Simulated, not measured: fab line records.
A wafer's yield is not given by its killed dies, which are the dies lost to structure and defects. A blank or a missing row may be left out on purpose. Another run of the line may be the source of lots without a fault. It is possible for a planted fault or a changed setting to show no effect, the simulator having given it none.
Split-lot trial || flow n5Finfet || 39 wafers read across 7 lots, on a route 1938 steps long

== THE SPLIT ITSELF ==
At N5_BEOL_M8_ETCH_66 (etches SOC in N2/H2, target depth 80 nm, overetch 16 nm, time 120 s), the setting targetDepthA was moved away from the recipe's 800 angstrom on 12 of the 39 wafers read, by -58.5% to +51.8%. For the rest of the wafers, this setting stayed at what the recipe calls for.

The reading is taken at the split's own step.

== THE READING ==
oesProductAu, in a.u., at N5_BEOL_M8_ETCH_66 (etches SOC in N2/H2, target depth 80 nm, overetch 16 nm, time 120 s). A value of 0.61 a.u. with a standard deviation of 0.049 a.u. is what fault-free wafers of this fab line usually give.

{"wafer": "L077.1", "tool, chamber at the split": "rieDiel-04, 2", "targetDepthA as run, angstrom": 800, "against the recipe": "recipe", "oesProductAu, a.u.": 0.68, "against lot-mates on the recipe": "-"}
{"wafer": "L077.2", "tool, chamber at the split": "rieDiel-04, 1", "targetDepthA as run, angstrom": 800, "against the recipe": "recipe", "oesProductAu, a.u.": 0.64, "against lot-mates on the recipe": "-"}
{"wafer": "L077.3", "tool, chamber at the split": "rieDiel-04, 0", "targetDepthA as run, angstrom": 800, "against the recipe": "recipe", "oesProductAu, a.u.": 0.59, "against lot-mates on the recipe": "-"}
{"wafer": "L077.4", "tool, chamber at the split": "rieDiel-04, 3", "targetDepthA as run, angstrom": 800, "against the recipe": "recipe", "oesProductAu, a.u.": 0.69, "against lot-mates on the recipe": "-"}
{"wafer": "L077.5", "tool, chamber at the split": "rieDiel-04, 2", "targetDepthA as run, angstrom": 800, "against the recipe": "recipe", "oesProductAu, a.u.": 0.68, "against lot-mates on the recipe": "-"}
{"wafer": "L077.6", "tool, chamber at the split": "rieDiel-04, 1", "targetDepthA as run, angstrom": 800, "against the recipe": "recipe", "oesProductAu, a.u.": 0.64, "against lot-mates on the recipe": "-"}
{"wafer": "L080.1", "tool, chamber at the split": "rieDiel-01, 2", "targetDepthA as run, angstrom": 800, "against the recipe": "recipe", "oesProductAu, a.u.": 0.57, "against lot-mates on the recipe": "-"}
{"wafer": "L080.2", "tool, chamber at the split": "rieDiel-01, 0", "targetDepthA as run, angstrom": 800, "against the recipe": "recipe", "oesProductAu, a.u.": 0.59, "against lot-mates on the recipe": "-"}
{"wafer": "L080.3", "tool, chamber at the split": "rieDiel-01, 3", "targetDepthA as run, angstrom": 332.4, "against the recipe": "-58.5%", "oesProductAu, a.u.": 0.79, "against lot-mates on the recipe": "+0.23"}
{"wafer": "L080.4", "tool, chamber at the split": "rieDiel-01, 1", "targetDepthA as run, angstrom": 800, "against the recipe": "recipe", "oesProductAu, a.u.": 0.52, "against lot-mates on the recipe": "-"}
{"wafer": "L080.5", "tool, chamber at the split": "rieDiel-01, 0", "targetDepthA as run, angstrom": 332.4, "against the recipe": "-58.5%", "oesProductAu, a.u.": 0.77, "against lot-mates on the recipe": "+0.21"}
{"wafer": "L080.6", "tool, chamber at the split": "rieDiel-01, 3", "targetDepthA as run, angstrom": 332.4, "against the recipe": "-58.5%", "oesProductAu, a.u.": 0.78, "against lot-mates on the recipe": "+0.22"}
{"wafer": "L086.1", "tool, chamber at the split": "rieDiel-04, 3", "targetDepthA as run, angstrom": 800, "against the recipe": "recipe", "oesProductAu, a.u.": 0.67, "against lot-mates on the recipe": "-"}
{"wafer": "L086.2", "tool, chamber at the split": "rieDiel-04, 0", "targetDepthA as run, angstrom": 800, "against the recipe": "recipe", "oesProductAu, a.u.": 0.58, "against lot-mates on the recipe": "-"}
{"wafer": "L086.3", "tool, chamber at the split": "rieDiel-04, 2", "targetDepthA as run, angstrom": 800, "against the recipe": "recipe", "oesProductAu, a.u.": 0.67, "against lot-mates on the recipe": "-"}
{"wafer": "L086.4", "tool, chamber at the split": "rieDiel-04, 1", "targetDepthA as run, angstrom": 800, "against the recipe": "recipe", "oesProductAu, a.u.": 0.62, "against lot-mates on the recipe": "-"}
{"wafer": "L086.5", "tool, chamber at the split": "rieDiel-04, 1", "targetDepthA as run, angstrom": 800, "against the recipe": "recipe", "oesProductAu, a.u.": 0.62, "against lot-mates on the recipe": "-"}
{"wafer": "L086.6", "tool, chamber at the split": "rieDiel-04, 0", "targetDepthA as run, angstrom": 800, "against the recipe": "recipe", "oesProductAu, a.u.": 0.58, "against lot-mates on the recipe": "-"}
{"wafer": "L089.1", "tool, chamber at the split": "rieDiel-01, 2", "targetDepthA as run, angstrom": 800, "against the recipe": "recipe", "oesProductAu, a.u.": 0.56, "against lot-mates on the recipe": "-"}
{"wafer": "L089.2", "tool, chamber at the split": "rieDiel-01, 0", "targetDepthA as run, angstrom": 347.6, "against the recipe": "-56.5%", "oesProductAu, a.u.": 0.75, "against lot-mates on the recipe": "+0.17"}
{"wafer": "L089.3", "tool, chamber at the split": "rieDiel-01, 3", "targetDepthA as run, angstrom": 347.6, "against the recipe": "-56.5%", "oesProductAu, a.u.": 0.77, "against lot-mates on the recipe": "+0.19"}
{"wafer": "L089.4", "tool, chamber at the split": "rieDiel-01, 3", "targetDepthA as run, angstrom": 800, "against the recipe": "recipe", "oesProductAu, a.u.": 0.59, "against lot-mates on the recipe": "-"}
{"wafer": "L089.5", "tool, chamber at the split": "rieDiel-01, 2", "targetDepthA as run, angstrom": 347.6, "against the recipe": "-56.5%", "oesProductAu, a.u.": 0.72, "against lot-mates on the recipe": "+0.14"}
{"wafer": "L089.6", "tool, chamber at the split": "rieDiel-01, 0", "targetDepthA as run, angstrom": 800, "against the recipe": "recipe", "oesProductAu, a.u.": 0.58, "against lot-mates on the recipe": "-"}
{"wafer": "L088.1", "tool, chamber at the split": "rieDiel-05, 1", "targetDepthA as run, angstrom": 1214, "against the recipe": "+51.8%", "oesProductAu, a.u.": 0.52, "against lot-mates on the recipe": -0.13}
{"wafer": "L088.2", "tool, chamber at the split": "rieDiel-05, 3", "targetDepthA as run, angstrom": 800, "against the recipe": "recipe", "oesProductAu, a.u.": 0.66, "against lot-mates on the recipe": "-"}
{"wafer": "L088.3", "tool, chamber at the split": "rieDiel-05, 0", "targetDepthA as run, angstrom": 1214, "against the recipe": "+51.8%", "oesProductAu, a.u.": 0.52, "against lot-mates on the recipe": -0.13}
{"wafer": "L088.4", "tool, chamber at the split": "rieDiel-05, 2", "targetDepthA as run, angstrom": 1214, "against the recipe": "+51.8%", "oesProductAu, a.u.": 0.46, "against lot-mates on the recipe": -0.19}
{"wafer": "L088.5", "tool, chamber at the split": "rieDiel-05, 0", "targetDepthA as run, angstrom": 800, "against the recipe": "recipe", "oesProductAu, a.u.": 0.62, "against lot-mates on the recipe": "-"}
{"wafer": "L088.6", "tool, chamber at the split": "rieDiel-05, 3", "targetDepthA as run, angstrom": 800, "against the recipe": "recipe", "oesProductAu, a.u.": 0.66, "against lot-mates on the recipe": "-"}
{"wafer": "L093.1", "tool, chamber at the split": "rieDiel-04, 1", "targetDepthA as run, angstrom": 800, "against the recipe": "recipe", "oesProductAu, a.u.": 0.61, "against lot-mates on the recipe": "-"}
{"wafer": "L093.2", "tool, chamber at the split": "rieDiel-04, 3", "targetDepthA as run, angstrom": 460.9, "against the recipe": "-42.4%", "oesProductAu, a.u.": 0.83, "against lot-mates on the recipe": "+0.19"}
{"wafer": "L093.3", "tool, chamber at the split": "rieDiel-04, 0", "targetDepthA as run, angstrom": 460.9, "against the recipe": "-42.4%", "oesProductAu, a.u.": 0.72, "against lot-mates on the recipe": "+0.08"}
{"wafer": "L093.4", "tool, chamber at the split": "rieDiel-04, 2", "targetDepthA as run, angstrom": 800, "against the recipe": "recipe", "oesProductAu, a.u.": 0.66, "against lot-mates on the recipe": "-"}
{"wafer": "L093.5", "tool, chamber at the split": "rieDiel-04, 3", "targetDepthA as run, angstrom": 800, "against the recipe": "recipe", "oesProductAu, a.u.": 0.65, "against lot-mates on the recipe": "-"}
{"wafer": "L093.6", "tool, chamber at the split": "rieDiel-04, 2", "targetDepthA as run, angstrom": 460.9, "against the recipe": "-42.4%", "oesProductAu, a.u.": 0.83, "against lot-mates on the recipe": "+0.19"}
{"wafer": "L095.1", "tool, chamber at the split": "rieDiel-05, 0", "targetDepthA as run, angstrom": 800, "against the recipe": "recipe", "oesProductAu, a.u.": 0.61, "against lot-mates on the recipe": "-"}
{"wafer": "L095.4", "tool, chamber at the split": "rieDiel-05, 0", "targetDepthA as run, angstrom": 800, "against the recipe": "recipe", "oesProductAu, a.u.": 0.61, "against lot-mates on the recipe": "-"}
{"wafer": "L095.5", "tool, chamber at the split": "rieDiel-05, 3", "targetDepthA as run, angstrom": 800, "against the recipe": "recipe", "oesProductAu, a.u.": 0.65, "against lot-mates on the recipe": "-"}

THE FIT
A straight line over all 39 wafers: oesProductAu changes by -0.00265 a.u. for each +1% of targetDepthA; r = -0.87; the points scatter about the line by 0.044 a.u.
The same after taking each lot's own level away (the mean of its wafers on the recipe; 39 wafers): -0.00326 a.u. for each +1%; r = -0.95; scatter 0.032 a.u.
Per that fit: largest targetDepthA move, reading shift of 0.19 a.u.
The span of the lots' own levels, 0.560 to 0.653 a.u., comes to 1.9 times the standard deviation stated above.
So the slope is not independent of the lot-to-lot level: the two fits are not the same.
Check: with one of the wafers moved furthest among these (-58.5%) left out of the fit, the line predicts +0.19 a.u. for it against its lot-mates. It came out at +0.23 a.u. against them.
Tool readings at the split's step, against how far the setting was moved: oesProductAu r = -0.87.

== OTHER SPLITS ON THESE WAFERS ==
Before the reading, these wafers also passed through other splits. Each is held against what the fit with the lots' levels taken away leaves over:
{"other split on the same wafers": "N5_DUMMY_GATE_PECVD_30 timeS", "wafers away from the commonest value": 12, "r with oesProductAu (lot level and that fit taken away)": "+0.18"}
{"other split on the same wafers": "N5_HKMG_FIN_HK_ALD_01 aldCycles", "wafers away from the commonest value": 18, "r with oesProductAu (lot level and that fit taken away)": "+0.03"}
{"other split on the same wafers": "N5_MOL_CONTACT_COAG_ALD_27 aldCycles", "wafers away from the commonest value": 12, "r with oesProductAu (lot level and that fit taken away)": "+0.26"}
{"other split on the same wafers": "N5_BEOL_M5_ILD_DEP_00 targetThkA", "wafers away from the commonest value": 12, "r with oesProductAu (lot level and that fit taken away)": "+0.04"}

== THE WHOLE CHAIN: every reading that the file lists as answering this split, in the file's order ==
{"step": "N5_BEOL_M8_ETCH_66", "what it does": "etches SOC in N2/H2, target depth 80 nm, overetch 16 nm, time 120 s", "reading": "oesProductAu", "change (the file's fit)": "-0.00329 a.u. for each +1% of the setting", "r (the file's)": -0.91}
{"step": "N5_BEOL_M8_ETCH_66", "what it does": "etches SOC in N2/H2, target depth 80 nm, overetch 16 nm, time 120 s", "reading": "etch.depthNm (the simulator's own value, which no gauge read)", "change (the file's fit)": "not straight: 49.33 at the lowest setting, 60 at the recipe, 60.16 at the highest", "r (the file's)": "not given"}
{"step": "N5_BEOL_M8_ETCH_66", "what it does": "etches SOC in N2/H2, target depth 80 nm, overetch 16 nm, time 120 s", "reading": "SiARC_of_BEOL_M8_COAT_64.thkNm (the simulator's own value, which no gauge read)", "change (the file's fit)": "-0.046 nm for each +1% of the setting", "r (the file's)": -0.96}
{"step": "N5_BEOL_M8_ETCH_66", "what it does": "etches SOC in N2/H2, target depth 80 nm, overetch 16 nm, time 120 s", "reading": "BEOL_M8.cdNm (the simulator's own value, which no gauge read)", "change (the file's fit)": "+0.0205 nm for each +1% of the setting", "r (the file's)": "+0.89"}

== FILE'S OWN FIT ==
oesProductAu changes by -0.00329 a.u. for each +1% of targetDepthA, r = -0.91.
